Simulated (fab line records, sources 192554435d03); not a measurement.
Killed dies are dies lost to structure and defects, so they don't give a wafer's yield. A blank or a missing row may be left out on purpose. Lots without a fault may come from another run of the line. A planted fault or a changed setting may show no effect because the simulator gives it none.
Problem report in the 8D (eight disciplines) form, filled by code | flow n5_finfet | the parts of the form that need people (team, actions taken, sign-off) are left out

1. THE PROBLEM
run_length_s at N5_BEOL_M3_CO_CAP_55 reads a mean of 101.5 s on 5 wafers of 3 lots; wafers without a fault read 125.0 s with a standard deviation of 0.57. That is -41 standard deviations from the usual mean.
The step: material Co, precursor CCTBA/H2, target thk 2 nm, time 102.1 s.
First seen on wafer L676.3, day 8 17:08, on cvd_co-01. The record holds 30 wafers of 11 lots with a number at this step. Rule for "out", or "out of limits": more than 4 standard deviations from the usual mean. The other wafers with a number count as sound.

2. WHAT IT IS AND WHAT IT IS NOT
question                    | is                                     | is not
which readings at this step | run_length_s                           | heater_power_w
which lots                  | L676, L677, L678                       | L671, L674, L682, L688, L689, L690, L692, L694
which wafers of those lots  | L676.3, L676.6, L677.6, L678.3, L678.6 | L677.1
read on which tools         | cvd_co-01                              | cvd_co-02
when                        | from day 8 17:08                       | up to then (6 sound wafers); but 19 sound wafers of L677, L682, L688, L689, L690, L692, L694 came after

3. SUSPECTS, AND WHAT RULES EACH OUT
Counting: a tool at a process step up to the reading stays a suspect if it ran every lot that is out. Sound lots after the first of them don't rule it out here, since some wafers of a struck lot are sound.
- cvd_co-01 at N5_BEOL_M3_CO_CAP_55 (material Co, precursor CCTBA/H2, target thk 2 nm, time 102.1 s): kept. It ran every lot that is out, first L676 (day 8 17:08); its last sound lot up to then is L671 (day 8 01:16). Its own readings are out on those wafers: run_length_s.
Left after counting: cvd_co-01 at N5_BEOL_M3_CO_CAP_55.

4. THE CAUSE (what the simulator had put in)
Process parameter drift: cvd_co-01, from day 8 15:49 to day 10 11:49, at N5_BEOL_M3_CO_CAP_55. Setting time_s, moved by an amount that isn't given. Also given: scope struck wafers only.
Counting left only this tool.

5. THE CHAIN OF EFFECTS, in route order
Each row: a reading whose mean over the struck wafers that have a number lies more than 3 standard deviations from the usual. Only readings for which the record gives a usual standard deviation are gone through. hours: the time from each lot's start at the first step in this table that gives one to its start at this step, as a median over the lots. sigmas: the change in usual standard deviations.
hours | step                 | reading      | usual   | on struck wafers | change | sigmas
0     | N5_BEOL_M3_CO_CAP_55 | run_length_s | 125.0 s | 101.5            | -23.5  | -41
The process steps in it:
- N5_BEOL_M3_CO_CAP_55: material Co, precursor CCTBA/H2, target thk 2 nm, time 102.1 s.
Later measuring or inspecting steps at which every struck wafer that the step has a row for has a number for every such reading, and none has moved that far: N5_BEOL_M4_RC_MEAS_101.

6. WHAT WOULD HAVE CAUGHT IT SOONER
In this record the first reading out of limits was taken at day 8 17:08, 1 hour after the fault began at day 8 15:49.
